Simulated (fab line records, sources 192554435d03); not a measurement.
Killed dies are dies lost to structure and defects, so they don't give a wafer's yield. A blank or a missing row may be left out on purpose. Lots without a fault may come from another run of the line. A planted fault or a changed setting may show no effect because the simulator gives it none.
Which tool did it? | flow n5_finfet | 10 lots, 30 wafers sampled, at 5 steps of a route of 1938

WHAT THE GAUGES READ, wafer by wafer
N5_FIN_SAQP_THK_MEAS_05.
lot  | measured    | on            | thk_nm (nm)
L112 | day 3 21:13 | film_metro-02 | 38.0 37.4 39.0
L113 | day 4 03:29 | film_metro-02 | 36.7 37.9 38.2
L115 | day 4 18:31 | film_metro-01 | 37.5 37.8 37.9
L116 | day 4 23:23 | film_metro-01 | 37.6 37.8 38.0
L118 | day 5 11:01 | film_metro-01 | 37.7 38.0 37.7
L119 | day 5 16:43 | film_metro-01 | 37.3 37.2 37.3
L121 | day 6 04:25 | film_metro-02 | 37.3 38.2 37.9
L125 | day 7 03:05 | film_metro-02 | 37.6 38.3 38.1
L126 | day 7 09:37 | film_metro-01 | 38.3 38.4 38.5
L127 | day 7 15:10 | film_metro-02 | 38.1 38.1 37.5

N5_FIN_SAQP_INSPECT_18: inspects for defects (brightfield).
lot  | measured    | on                | raw_defect_count
L112 | day 3 21:59 | defect_inspect-01 | 329 421 451
L113 | day 4 04:16 | defect_inspect-01 | 246 226 485
L115 | day 4 19:16 | defect_inspect-02 | 653 555 655
L116 | day 5 00:08 | defect_inspect-02 | 333 367 379
L118 | day 5 11:47 | defect_inspect-01 | 506 293 304
L119 | day 5 17:29 | defect_inspect-02 | 528 335 364
L121 | day 6 05:12 | defect_inspect-01 | 394 368 408
L125 | day 7 03:43 | defect_inspect-02 | 438 397 464
L126 | day 7 10:15 | defect_inspect-01 | 883 378 426
L127 | day 7 15:55 | defect_inspect-02 | 311 583 550

N5_BEOL_M4_RC_MEAS_101.
lot  | measured     | on        | DIBL_N (mV/V)  | DIBL_P (mV/V)  | IOFF_N (nA/um) | IOFF_P (nA/um) | ION_N (uA/um) | ION_P (uA/um) | SS_N (mV/dec)  | SS_P (mV/dec)  | VT_N (mV)   | VT_P (mV)
L112 | day 9 22:05  | prober-02 | 38.2 38.9 39.4 | 36.8 38.7 37.6 | 0.18 0.22 0.21 | 0.22 0.26 0.22 | 670 683 666   | 460 461 452   | 72.3 71.8 72.5 | 73.4 73.8 73.1 | 246 242 247 | -249 -247 -252
L113 | day 10 00:05 | prober-01 | 38.1 37.7 38.8 | 37.8 37.0 39.0 | 0.21 0.20 0.20 | 0.24 0.24 0.26 | 690 691 689   | 473 479 472   | 71.3 72.4 71.8 | 73.8 73.3 73.7 | 245 244 248 | -247 -249 -248
L115 | day 10 20:10 | prober-01 | 36.6 37.5 34.7 | 35.9 37.5 34.7 | 0.15 0.17 0.13 | 0.19 0.22 0.18 | 674 684 670   | 461 471 464   | 71.2 71.4 71.0 | 73.1 73.5 73.2 | 252 250 252 | -253 -250 -253
L116 | day 10 22:38 | prober-02 | 38.2 36.6 36.7 | 39.1 37.1 35.9 | 0.23 0.19 0.18 | 0.24 0.20 0.18 | 708 692 680   | 473 464 456   | 72.0 71.0 72.0 | 74.2 73.8 73.8 | 243 247 249 | -250 -253 -254
L118 | day 11 18:45 | prober-01 | 37.0 39.0 37.1 | 38.9 41.8 39.0 | 0.18 0.23 0.18 | 0.23 0.29 0.24 | 699 709 698   | 478 483 474   | 72.2 72.1 72.0 | 72.7 74.3 73.5 | 248 243 247 | -246 -248 -246
L119 | day 11 21:02 | prober-02 | 36.6 36.9 35.4 | 37.9 39.6 36.9 | 0.17 0.19 0.15 | 0.22 0.25 0.20 | 674 692 673   | 456 473 465   | 72.2 71.8 71.9 | 73.4 74.1 74.0 | 246 243 248 | -251 -247 -251
L121 | day 12 00:23 | prober-02 | 36.9 35.8 34.8 | 36.8 35.3 34.7 | 0.17 0.15 0.15 | 0.25 0.23 0.22 | 680 683 688   | 471 474 474   | 71.7 71.4 71.4 | 74.0 73.1 72.6 | 249 251 251 | -246 -246 -247
L125 | day 13 14:47 | prober-01 | 37.0 37.0 39.1 | 39.5 39.3 41.5 | 0.20 0.19 0.24 | 0.29 0.29 0.33 | 694 685 696   | 475 476 480   | 72.4 71.6 73.0 | 74.0 73.7 74.6 | 245 247 244 | -242 -242 -242
L126 | day 13 08:25 | prober-01 | 35.1 35.8 37.7 | 37.3 37.5 41.0 | 0.16 0.16 0.22 | 0.20 0.20 0.26 | 677 684 690   | 466 464 468   | 70.8 71.4 71.8 | 72.6 73.9 74.3 | 249 250 247 | -250 -250 -248
L127 | day 13 18:50 | prober-01 | 36.3 38.0 37.9 | 35.6 38.2 38.1 | 0.15 0.18 0.18 | 0.20 0.25 0.24 | 679 682 688   | 466 469 469   | 71.5 72.5 71.8 | 73.2 74.5 73.6 | 249 248 249 | -251 -249 -247

WHICH TOOL RAN EACH LOT (tool, then ch and the chambers of the sampled wafers, then the start)
lot  | N5_FIN_SAQP_DENSIFY_62          | N5_FIN_SAQP_ETCH_51
L112 | rtp_anneal-01 ch 0, day 3 20:55 | rie_diel-06 ch 0,1,3, day 3 22:03
L113 | rtp_anneal-01 ch 0, day 4 03:13 | rie_diel-06 ch 1,3, day 4 04:37
L115 | rtp_anneal-01 ch 0, day 4 18:13 | rie_diel-06 ch 0,1,3, day 4 19:20
L116 | rtp_anneal-01 ch 0, day 4 23:05 | rie_diel-03 ch 1,2,3, day 5 00:49
L118 | rtp_anneal-01 ch 0, day 5 10:43 | rie_diel-06 ch 0,1, day 5 11:51
L119 | rtp_anneal-02 ch 0, day 5 16:25 | rie_diel-06 ch 0,2, day 5 17:34
L121 | rtp_anneal-02 ch 0, day 6 04:07 | rie_diel-06 ch 0,1, day 6 05:16
L125 | rtp_anneal-02 ch 0, day 7 02:50 | rie_diel-02 ch 0,3, day 7 03:53
L126 | rtp_anneal-02 ch 0, day 7 09:19 | rie_diel-02 ch 1,2,3, day 7 10:19
L127 | rtp_anneal-02 ch 0, day 7 14:55 | rie_diel-02 ch 1,3, day 7 15:59
- N5_FIN_SAQP_DENSIFY_62: time 60 s.
- N5_FIN_SAQP_ETCH_51: etches SiARC in CF4, target depth 45.5 nm, time 75.8 s.

WHAT THE TOOLS THEMSELVES READ (means of the sampled wafers that have a number; where no wafer has one, the mark that the record gives instead)
N5_FIN_SAQP_DENSIFY_62.
lot  | tool          | lamp_power_pct (%) | wafer_temp_C_max
L112 | rtp_anneal-01 | 9.88               | 702.8
L113 | rtp_anneal-01 | 9.84               | 702.8
L115 | rtp_anneal-01 | 9.90               | 703.2
L116 | rtp_anneal-01 | 9.85               | 703.0
L118 | rtp_anneal-01 | 9.84               | 702.7
L119 | rtp_anneal-02 | 9.81               | 702.6
L121 | rtp_anneal-02 | 9.83               | 703.9
L125 | rtp_anneal-02 | 9.82               | 703.7
L126 | rtp_anneal-02 | 9.89               | 702.8
L127 | rtp_anneal-02 | 9.89               | 703.1

N5_FIN_SAQP_ETCH_51.
lot  | tool        | cf4_flow_sccm (sccm) | drypump_motor_current_A (A) | etch_rf_on_time_s (s) | oes_product_au (a.u.) | rf_vpp_V (V) | showerhead_plenum_p_Torr (Torr) | throttle_valve_pct (%)
L112 | rie_diel-06 | 100.2                | 5.3                         | 77.3                  | 0.61                  | 184.3        | 2.15                            | 15.83
L113 | rie_diel-06 | 100.3                | 5.2                         | 76.4                  | 0.61                  | 184.6        | 2.18                            | 15.95
L115 | rie_diel-06 | 99.9                 | 5.3                         | 77.0                  | 0.60                  | 184.0        | 2.15                            | 15.84
L116 | rie_diel-03 | 100.2                | 6.0                         | 72.5                  | 0.69                  | 184.2        | 2.19                            | 15.71
L118 | rie_diel-06 | 99.9                 | 5.6                         | 91.3                  | 0.58                  | 184.0        | 2.15                            | 15.65
L119 | rie_diel-06 | 100.3                | 5.5                         | 89.2                  | 0.72                  | 185.0        | 2.23                            | 15.26
L121 | rie_diel-06 | 100.1                | 5.6                         | 104.3                 | 0.56                  | 184.3        | 2.15                            | 15.65
L125 | rie_diel-02 | 99.6                 | 5.2                         | 74.2                  | 0.80                  | 184.7        | 2.13                            | 15.43
L126 | rie_diel-02 | 100.1                | 5.6                         | 74.0                  | 0.72                  | 184.0        | 2.14                            | 15.58
L127 | rie_diel-02 | 100.0                | 5.5                         | 74.3                  | 0.70                  | 184.3        | 2.17                            | 15.57

THE ANSWER, worked out from the rows above alone
Rule: what is usual is taken from the lots themselves. Put in order of their means at a reading, lots are off if they are a third of the lots or fewer, leave a main group of 4 or more, and stand apart from it by a gap of 3 or more times the standard deviation of the main group's means; of several such gaps the widest counts. A main group whose means are all the same, to the digits that the tables above print for the reading, isn't used. A lot without any number at a reading at which 4 lots or more have one is off too. The other lots that the step has rows for count as sound. The gauges are gone through in route order, then the tools' own readings, and for those a lot's mean is taken as printed above. The first step at which some lot is off is used, and at that step the reading that is off furthest; a lot without a number counts as furthest.
Off: L118, L119, L121, at N5_FIN_SAQP_ETCH_51 (etch_rf_on_time_s). The main group: mean 75.1 s, standard deviation 1.7.
A tool fits if, at that step or a process step before it, it ran every lot that is off, and no sound lot after the first of them. One fits: rie_diel-06 at N5_FIN_SAQP_ETCH_51. Its last sound lot is L115 (day 4 19:20), its first lot that is off L118 (day 5 11:51): a fault that began between those two fits.
The tool's own readings at N5_FIN_SAQP_ETCH_51 bear it out: on the lots that are off they differ by more than 5 times the standard deviation of the sound lots' means. etch_rf_on_time_s reads 94.9 s there against 75.1 s on the sound lots.

WHAT THE SIMULATOR HAD PUT IN
Process parameter drift: rie_diel-06, from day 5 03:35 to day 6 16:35, at N5_FIN_SAQP_ETCH_51. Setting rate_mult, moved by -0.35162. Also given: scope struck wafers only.
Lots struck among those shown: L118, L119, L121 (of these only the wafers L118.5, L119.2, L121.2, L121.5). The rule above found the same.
